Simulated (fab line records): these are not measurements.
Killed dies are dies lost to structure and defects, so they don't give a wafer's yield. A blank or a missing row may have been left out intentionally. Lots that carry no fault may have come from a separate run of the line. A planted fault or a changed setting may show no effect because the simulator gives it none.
fab line records	flow n5Finfet
record lots=8	wafers=22	lastDay=17
route steps=1938 shown BEOL_M2@865 BEOL_M4@1111 PASSIVATION@1936
lots that met no fault: from a run of the same line without faults
startH: hours from the record's opening day to when the first of the lot's shown wafers began	waitH: hours since the lot's step before	" unchanged from the row above	L1.1+2: one row covering several wafers at once	- no value, or no start given	* or withheld: withheld	< > ~ a bound
route shown NAME@n: names a module that has steps shown in the file, with the first one's number in the route	usual: average and standard deviation across the fault-free wafers	same: alike in all rows	chamber/n: place in a boat	sites: the reading at each site	_std_site: their standard deviation	_edge_site: outer sites' mean less inner sites'	radiusMm: for every site, how far away it sits from the centre of the wafer	mask NAME#n: copy n	behind: the most recent tool/chamber to have shaped the wafer	hold: why the lot went on hold/how many hours it stayed there/how the hold came to an end	device: the n, p or np transistor that did not switch	end of line: at the end of the route, the tests of the same wafers	for a step that has no rows: nothing shown but its recipe	killed: dies that structure and defects cost at the first sort, which is not the same as the wafer's yield	map: dies across one wafer; x = killed, . = not, _ = none there
set.NAME: the run value of the setting; set.NAME@STEP: its run value at that earlier step	model.NAME: the simulator's own value behind a step, which no gauge read
a sample of lots followed through the steps of the route, with each step as a table and each wafer as a row
services: the hour from which a tool's chamber was out of use, counted from the record's first day as startH (under 0 if before that day), plus the number of hours and why
## steps
# step N5_BEOL_M2_STRIP_19
# recipe chemistry=O2	powerW=400	tempC=40	pressureMtorr=30	rfFrequencyHz=6e+07	biasPowerW=0	overashFraction=0.2	o2FlowSccm=225
# usual drypumpMotorCurrentA=5.8/0.48	oesProductAu=0.76/0.056	rfVppV=3.7/0.48	showerheadPlenumPTorr=2.13/0.05	throttleValvePct=16.78/0.22
# same biasPowerW=0
lot.wafer	tool	chamber	startH	waitH	drypumpMotorCurrentA	oesProductAu	rfHoursCounterH	rfVppV	showerheadPlenumPTorr	throttleValvePct
L115.3	rieDiel-06	2	139.49	0.1	5.5	0.80	99	3.5	2.10	16.49
L115.4	"	0	"	"	6.4	0.72	185	3.8	2.09	17.04
L115.6	"	1	"	"	5.7	0.70	-	3.1	2.18	16.84
L117.2	rieDiel-02	0	154.41	0.2	6.5	0.87	49	3.8	2.21	16.58
L117.5	"	3	"	"	5.9	0.76	-	3.7	2.11	16.99
L118.1	rieDiel-06	3	163.03	0.3	5.7	0.84	83	2.7	2.13	16.80
L118.3	"	0	"	"	6.4	0.71	194	3.3	2.09	17.06
L118.6	"	2	"	"	5.5	0.78	-	4.2	2.10	16.49
L120.1	rieDiel-05	2	170.98	0.3	4.9	0.74	182	2.4	2.18	16.46
L120.2	"	3	"	"	5.5	0.82	89	3.5	2.23	16.58
L120.4	"	0	"	"	5.5	0.79	117	4.1	2.11	16.94
L123.3	rieDiel-05	1	188.80	0.1	6.2	0.83	88	3.6	2.12	16.79
L123.4	"	3	"	"	5.4	0.81	95	2.9	2.23	16.60
L132.1	rieDiel-02	2	243.55	0.4	5.1	0.71	204	3.7	2.10	17.19
L132.3	"	3	"	"	5.9	0.75	143	4.2	2.10	17.04
L132.4	"	0	"	"	6.5	0.83	78	3.2	2.20	16.65
L134.1	rieDiel-06	1	252.39	0.1	5.7	0.67	231	4.6	2.17	16.91
L134.2	"	2	"	"	5.5	0.75	145	3.5	2.09	16.57
L134.3	"	3	"	"	5.7	0.80	113	2.8	2.12	16.85
L137.1	rieDiel-02	0	265.85	0.1	6.5	0.83	88	3.5	2.19	16.66
L137.3	"	2	"	"	5.1	0.70	214	3.8	2.09	17.21
L137.5	"	0	"	"	6.5	0.81	-	3.6	2.19	16.64
# step N5_BEOL_M2_OVL_MEAS_29
# recipe pointsPerWafer=522
# usual V1_OVL=-0.4/0.67
lot.wafer	tool	chamber	startH	waitH	V1_OVL[nm]
L115.3	overlay-02	0	140.05	0.0	0.5
L115.4	"	0	"	"	-0.4
L115.6	"	0	"	"	-0.8
L117.2	overlay-02	0	154.96	0.0	0.9
L117.5	"	0	"	"	-0.6
L118.1	overlay-01	0	163.57	0.0	-0.4
L118.3	"	0	"	"	-1.0
L118.6	"	0	"	"	-0.8
L120.1	overlay-02	0	171.53	0.0	-0.7
L120.2	"	0	"	"	-1.0
L120.4	"	0	"	"	-0.8
L123.3	overlay-02	0	189.36	0.0	-0.8
L123.4	"	0	"	"	-0.5
L132.1	overlay-01	0	244.09	0.0	-0.5
L132.3	"	0	"	"	-0.4
L132.4	"	0	"	"	-1.3
L134.1	overlay-01	0	252.93	0.0	-0.6
L134.2	"	0	"	"	0.2
L134.3	"	0	"	"	-0.5
L137.1	overlay-01	0	266.30	0.0	-0.7
L137.3	"	0	"	"	0.1
L137.5	"	0	"	"	-0.4
# step N5_BEOL_M2_ALD_98
# recipe material=SiO2	targetThkA=25	tempC=100	aldPrecursorFamily=BDEAS	aldCoReactant=O2-plasma	pulseTimeS=1	coReactantPulseTimeS=1	purgeTimeS=2	coReactantPurgeTimeS=2	aldCycles=17	pressureTorr=2
# usual heaterPowerW=77/6.3	precursorPulseHeightRel=1.000/0.018
lot.wafer	tool	chamber	startH	waitH	heaterPowerW	precursorPulseHeightRel
L115.3	aldSin-01	2	140.35	0.1	72	1.016
L115.4	"	1	"	"	75	1.012
L115.6	"	2	"	"	72	0.996
L117.2	aldSin-04	3	155.61	0.1	73	1.002
L117.5	"	0	"	"	73	0.970
L118.1	aldSin-02	3	163.85	0.1	74	1.007
L118.3	"	2	"	"	82	1.003
L118.6	"	0	"	"	71	1.003
L120.1	aldSin-01	2	172.42	0.1	72	0.985
L120.2	"	0	"	"	71	0.981
L120.4	"	1	"	"	74	0.999
L123.3	aldSin-04	0	189.69	0.2	71	1.019
L123.4	"	3	"	"	72	0.973
L132.1	aldSin-02	3	244.32	0.1	73	0.976
L132.3	"	2	"	"	82	1.014
L132.4	"	1	"	"	75	1.020
L134.1	aldSin-01	0	253.43	0.1	74	0.994
L134.2	"	1	"	"	74	0.982
L134.3	"	2	"	"	73	0.986
L137.1	aldSin-04	2	266.53	0.1	94	0.983
L137.3	"	0	"	"	72	1.002
L137.5	"	0	"	"	73	0.993
# step N5_BEOL_M2_TRENCH_ETCH_37
# recipe chemistry=C4F6/O2	targetDepthA=555.55	target=SiOC	timeS=29.2	ionEnergyEv=250	pressureMtorr=30	sourceW=355	biasW=185	Ar_flow_sccm=300	C4F6_flow_sccm=10	O2_flow_sccm=10
# usual drypumpMotorCurrentA=5.7/0.51	oes_f_703_au=0.78/0.062	oes_o_777_au=0.78/0.061	oesProductAu=0.77/0.063	rfFwdPowerW=349.5/1.9	rfVppV=659/14	showerheadPlenumPTorr=2.89/0.057	throttleValvePct=20.9/0.3
lot.wafer	tool	chamber	startH	waitH	drypumpMotorCurrentA	oes_f_703_au	oes_o_777_au	oesProductAu	rfFwdPowerW	rfHoursCounterH	rfVppV	showerheadPlenumPTorr	throttleValvePct
L115.3	rieDiel-05	2	140.72	-	4.9	0.74	0.73	0.75	350.8	172	679	2.94	20.5
L115.4	"	1	"	"	6.2	0.86	0.87	0.86	350.3	67	682	2.90	21.0
L115.6	"	2	"	"	4.9	0.73	0.74	0.74	351.3	-	678	2.94	20.5
L117.2	rieDiel-05	0	156.01	-	5.5	0.80	0.79	0.79	348.1	108	676	2.88	21.2
L117.5	"	3	"	"	5.5	0.84	0.85	0.83	351.4	-	656	2.98	20.6
L118.1	rieDiel-05	1	167.78	-	6.2	0.84	0.85	0.83	348.5	79	679	2.89	21.1
L118.3	"	3	"	"	5.5	0.84	0.85	0.82	350.2	86	657	2.98	20.6
L118.6	"	0	"	"	5.5	0.79	0.79	0.79	347.5	-	676	2.88	21.2
L120.1	rieDiel-05	1	175.46	-	6.2	0.84	0.84	0.82	347.4	84	681	2.89	21.1
L120.2	"	3	"	"	5.5	0.84	0.85	0.81	350.1	91	658	2.98	20.6
L120.4	"	2	"	"	4.9	0.72	0.73	0.73	350.7	184	679	2.93	20.5
L123.3	rieDiel-05	2	192.03	-	4.9	0.72	0.72	0.74	351.3	189	679	2.93	20.5
L123.4	"	0	"	"	5.5	0.79	0.78	0.78	348.5	124	674	2.87	21.2
L132.1	rieDiel-05	1	250.50	-	6.2	1.03	1.03	0.85	434.7	112	610	2.88	21.1
L132.3	"	0	"	"	5.5	0.99	0.97	0.80	434.8	145	606	2.87	21.3
L132.4	"	3	"	"	5.5	1.03	1.02	0.82	436.7	117	587	2.97	20.7
L134.1	rieDiel-05	3	256.77	-	5.5	1.02	1.02	0.82	438.2	120	587	2.97	20.7
L134.2	"	2	"	"	4.9	0.90	0.89	0.75	434.9	215	609	2.92	20.6
L134.3	"	1	"	"	6.2	1.03	1.02	0.84	435.8	115	611	2.88	21.1
L137.1	rieDiel-02	0	273.49	-	6.5	0.83	0.81	0.81	350.1	91	656	2.97	20.8
L137.3	"	3	"	"	5.9	0.77	0.78	0.74	345.2	155	633	2.84	21.2
L137.5	"	2	"	"	5.1	0.70	0.71	0.69	348.9	-	650	2.84	21.4
# step N5_BEOL_M2_OCD_MEAS_38
# usual trenchDepthNm=55.3/0.93
lot.wafer	tool	chamber	startH	waitH	trenchDepthNm
L115.3	ocd-01	-	140.87	-	55.4
L115.4	"	-	"	"	55.7
L115.6	"	-	"	"	55.0
L117.2	ocd-01	-	156.17	-	56.6
L117.5	"	-	"	"	55.0
L118.1	ocd-02	-	167.93	-	55.4
L118.3	"	-	"	"	54.5
L118.6	"	-	"	"	55.9
L120.1	ocd-02	-	175.61	-	55.8
L120.2	"	-	"	"	54.5
L120.4	"	-	"	"	55.5
L123.3	ocd-02	-	192.18	-	55.8
L123.4	"	-	"	"	56.6
L132.1	ocd-01	-	250.65	-	60.7
L132.3	"	-	"	"	62.0
L132.4	"	-	"	"	58.2
L134.1	ocd-02	-	256.93	-	59.1
L134.2	"	-	"	"	59.0
L134.3	"	-	"	"	60.3
L137.1	ocd-01	-	273.64	-	56.3
L137.3	"	-	"	"	56.6
L137.5	"	-	"	"	54.3
# step N5_BEOL_M2_THK_MEAS_53
# recipe thkMeasGauge=xrf	reads=Cu_of_BEOL_M2_ECD_50
# usual M2_THK=38.2/1.4
lot.wafer	tool	chamber	startH	waitH	M2_THK[nm]
L115.3	filmMetro-01	-	146.20	-	37.4
L115.4	"	-	"	"	37.8
L115.6	"	-	"	"	37.6
L117.2	filmMetro-01	-	161.59	-	40.5
L117.5	"	-	"	"	38.2
L118.1	filmMetro-01	-	171.79	-	38.0
L118.3	"	-	"	"	37.4
L118.6	"	-	"	"	39.2
L120.1	filmMetro-02	-	179.10	-	38.1
L120.2	"	-	"	"	38.7
L120.4	"	-	"	"	37.7
L123.3	filmMetro-02	-	196.13	-	37.2
L123.4	"	-	"	"	39.2
L132.1	filmMetro-01	-	254.17	-	43.2
L132.3	"	-	"	"	47.1
L132.4	"	-	"	"	41.9
L134.1	filmMetro-01	-	260.96	-	42.1
L134.2	"	-	"	"	42.1
L134.3	"	-	"	"	45.7
L137.1	filmMetro-01	-	278.58	-	38.5
L137.3	"	-	"	"	40.1
L137.5	"	-	"	"	38.1
# step N5_BEOL_M2_RS_MEAS_58
# recipe thkMeasGauge=four-point-probe	reads=Co_of_BEOL_M2_CO_CAP_55+Cu_of_BEOL_M2_ECD_50+Co_of_BEOL_M2_CVD_47+TaN_of_BEOL_M2_ALD_84
# usual M2_RS=0.68/0.031
lot.wafer	tool	chamber	startH	waitH	M2_RS[ohm/sq]
L115.3	filmMetro-01	-	146.46	0.1	0.69
L115.4	"	-	"	"	0.68
L115.6	"	-	"	"	0.68
L117.2	filmMetro-02	-	161.86	0.1	0.63
L117.5	"	-	"	"	0.68
L118.1	filmMetro-01	-	172.08	0.1	0.69
L118.3	"	-	"	"	0.70
L118.6	"	-	"	"	0.66
L120.1	filmMetro-02	-	179.37	0.0	0.67
L120.2	"	-	"	"	0.66
L120.4	"	-	"	"	0.68
L123.3	filmMetro-01	-	196.56	0.1	0.69
L123.4	"	-	"	"	0.65
L132.1	filmMetro-01	-	254.43	0.0	0.58
L132.3	"	-	"	"	0.52
L132.4	"	-	"	"	0.60
L134.1	filmMetro-02	-	261.22	0.0	0.60
L134.2	"	-	"	"	0.60
L134.3	"	-	"	"	0.54
L137.1	filmMetro-01	-	278.84	0.0	0.68
L137.3	"	-	"	"	0.64
L137.5	"	-	"	"	0.69
# step N5_BEOL_M4_RC_MEAS_101
# usual DIBL_N=35.9/1.6	DIBL_P=35.6/2.1	IOFF_N=0.149/0.029	IOFF_P=0.20/0.033	ION_N=671/11	ION_P=460/7.3	SS_N=71.4/0.62	SS_P=73.2/0.65	VT_N=251/3.1	VT_P=-251/3.4
lot.wafer	tool	chamber	startH	waitH	DIBL_N[mV/V]	DIBL_P[mV/V]	IOFF_N[nA/um]	IOFF_P[nA/um]	ION_N[uA/um]	ION_P[uA/um]	SS_N[mV/dec]	SS_P[mV/dec]	VT_N[mV]	VT_P[mV]
L115.3	prober-01	0	166.34	0.3	36.1	35.7	0.154	0.20	668	459	71.1	73.1	253	-249
L115.4	"	0	"	"	36.0	36.3	0.150	0.22	666	460	71.1	73.1	252	-248
L115.6	"	0	"	"	34.9	33.9	0.130	0.18	672	459	70.7	73.0	253	-252
L117.2	prober-02	0	182.65	0.2	35.5	36.8	0.138	0.18	668	454	71.2	73.5	251	-256
L117.5	"	0	"	"	34.7	35.0	0.136	0.16	668	452	71.5	72.3	253	-256
L118.1	prober-02	0	192.97	0.0	34.9	35.5	0.133	0.19	665	451	71.9	72.9	252	-251
L118.3	"	0	"	"	32.3	33.0	0.114	0.16	669	456	70.5	73.0	254	-253
L118.6	"	0	"	"	33.7	34.1	0.122	0.18	667	464	70.7	72.4	252	-254
L120.1	prober-02	0	196.43	0.0	36.4	36.1	0.144	0.17	659	444	72.3	72.7	252	-258
L120.2	"	0	"	"	35.6	37.0	0.144	0.18	665	452	71.3	72.4	250	-254
L120.4	"	0	"	"	36.7	38.0	0.158	0.20	668	459	71.3	73.1	251	-252
L123.3	prober-01	0	222.92	0.3	32.7	32.2	0.106	0.16	651	456	70.9	72.7	256	-254
L123.4	"	0	"	"	35.6	35.6	0.159	0.21	677	472	70.7	73.2	247	-247
L132.1	prober-02	0	277.04	0.0	35.2	34.7	0.118	0.16	661	454	71.2	73.4	254	-257
L132.3	"	0	"	"	36.1	35.8	0.131	0.18	667	457	71.2	73.6	255	-252
L132.4	"	0	"	"	35.1	34.6	0.127	0.16	680	464	70.7	73.3	251	-255
L134.1	prober-01	0	283.36	0.0	35.7	34.9	0.132	0.20	672	465	72.0	73.4	254	-250
L134.2	"	0	"	"	33.7	32.6	0.110	0.17	651	454	70.9	72.2	254	-249
L134.3	"	0	"	"	36.3	35.9	0.150	0.21	664	453	71.7	73.2	252	-248
L137.1	prober-02	0	303.75	0.0	34.6	34.7	0.133	0.19	665	458	71.8	72.8	251	-251
L137.3	"	0	"	"	34.9	33.6	0.135	0.16	679	461	71.3	72.4	252	-253
L137.5	"	0	"	"	35.7	34.8	0.154	0.19	681	459	71.5	73.6	250	-249
# step N5_PASSIVATION_PROBE_49
# usual defectLimitedYield=90.9/1.5	killed_at_M0_to_M3=36/9.9	killed_at_M4_up=13/4.5	killedAtContacts=13/6.4	killedAtFrontEnd=42/12	killedAtOther=3.4/3	killedDies=107/18	killedOpen=69/13	killedShort=35/8.2	sort_bin_5_function=5.3/1.1	sort_bin_6_memory=3.4/0.69	sortNPass=1073/18	sortYieldPct=90.9/1.5
# same grossDies=1180	killedAtBackSide=0	sort_bin_4_leakage[%]=0	sort_bin_8_speed[%]=0
lot.wafer	tool	chamber	startH	waitH	defectLimitedYield[%]	killed_at_M0_to_M3	killed_at_M4_up	killedAtContacts	killedAtFrontEnd	killedAtOther	killedDies	killedOpen	killedShort	sort_bin_5_function[%]	sort_bin_6_memory[%]	sortNPass	sortYieldPct[%]
L132.1	prober-01	-	376.51	1.1	92.1	45	13	9	25	1	93	70	23	4.5	3.2	1087	92.1
L132.3	prober-01	-	376.61	1.2	89.2	48	8	17	53	2	128	67	58	6.3	4.1	1052	89.2
L132.4	prober-01	-	376.66	1.2	90.8	36	12	6	53	2	109	67	37	6.1	3.1	1071	90.8
# killed by level:class
L132.1 BEOL_M0_SAQP:geometricParticle:open=11 BEOL_M1:geometricParticle:open=9 MOL_CONTACT_COAG:geometricParticle:open=8 BEOL_M3:geometricParticle:open=7 BEOL_M4:geometricParticle:open=7 GATE_CUT:geometricParticle:open=6 BEOL_M2:geometricParticle:open=6 GATE_CUT:geometricParticle:short=5
L132.3 FIN_SAQP:geometricParticle:short=18 BEOL_M1:geometricParticle:open=14 MOL_CONTACT_COAG:geometricParticle:short=11 BEOL_M0_SAQP:geometricParticle:open=10 GATE_CUT:geometricParticle:short=7 MOL_CONTACT_COAG:geometricParticle:open=6 BEOL_M3:geometricParticle:open=6 FIN_SAQP:geometricParticle:open=5
L132.4 STI_FIN_REVEAL:geometricParticle:open=12 FIN_SAQP:geometricParticle:open=9 BEOL_M2:geometricParticle:open=9 BEOL_M1:geometricParticle:open=7 FIN_SAQP:geometricParticle:short=6 STI_FIN_REVEAL:geometricParticle:short=5 MOL_CONTACT_COAG:geometricParticle:open=5 ILD0:geometricParticle:short=4
## services
tool	chamber	startH	hours	kind
aldSin-01	0	116.49	4.4	repair
aldSin-01	-	134.08	0.8	pm
aldSin-02	-	134.75	2.8	pm
rieDiel-02	-	156.72	16.8	repair
rieDiel-06	1	161.09	4.9	repair
rieDiel-05	2	164.28	5.6	repair
aldSin-02	-	177.21	14.0	pm
aldSin-02	0	177.21	14.0	ventCycle
aldSin-02	1	177.21	14.0	ventCycle
aldSin-02	2	177.21	15.1	ventCycle
aldSin-02	3	177.21	14.0	ventCycle
aldSin-02	0	191.21	-	clean
aldSin-02	1	191.21	-	clean
aldSin-02	3	191.21	-	clean
aldSin-02	-	206.42	0.3	repair
rieDiel-06	3	211.16	15.1	repair
rieDiel-02	2	226.34	13.2	repair
aldSin-01	3	232.49	1.4	repair
rieDiel-06	1	233.21	4.6	repair
rieDiel-06	-	242.52	0.3	repair
rieDiel-02	1	251.75	-	clean
rieDiel-02	1	251.75	-	consumableReplace:focusRing
rieDiel-02	1	251.75	19.5	scheduledDown
rieDiel-02	1	251.75	19.5	ventCycle
## key
firstSign step=N5_BEOL_M2_TRENCH_ETCH_37	reading=rfFwdPowerW	direction=up	sigmas=46	usual=*	struck=*
effect step=N5_BEOL_M2_TRENCH_ETCH_37	reading=rfVppV	direction=down	sigmas=4.1	usual=659	struck=602
effect step=N5_BEOL_M2_OCD_MEAS_38	reading=trenchDepthNm	direction=up	sigmas=4.9	usual=55.3	struck=59.9
effect step=N5_BEOL_M2_THK_MEAS_53	reading=M2_THK	direction=up	sigmas=4	usual=38.2	struck=43.7
effect step=N5_BEOL_M2_RS_MEAS_58	reading=M2_RS	direction=down	sigmas=3.3	usual=0.68	struck=0.57
metAt N5_BEOL_M2_TRENCH_ETCH_37
struckLots L132,L134
notActingAt N5_BEOL_M2_STRIP_19,N5_BEOL_M2_OVL_MEAS_29,N5_BEOL_M2_ALD_98
onsetBetween 192.03 250.50
earlierFault kind=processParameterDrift	tool=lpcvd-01	chamber=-	onsetH=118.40	steps=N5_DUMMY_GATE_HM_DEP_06	channel=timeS	offset=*	shape=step	endH=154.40	actsIn=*	stated=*
fault kind=processParameterDrift	tool=rieDiel-05	chamber=-	onsetH=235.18	steps=N5_BEOL_M2_TRENCH_ETCH_37	channel=sourceW	offset=85.2	shape=step	endH=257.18	actsIn=theseRecipesOnly	stated=355
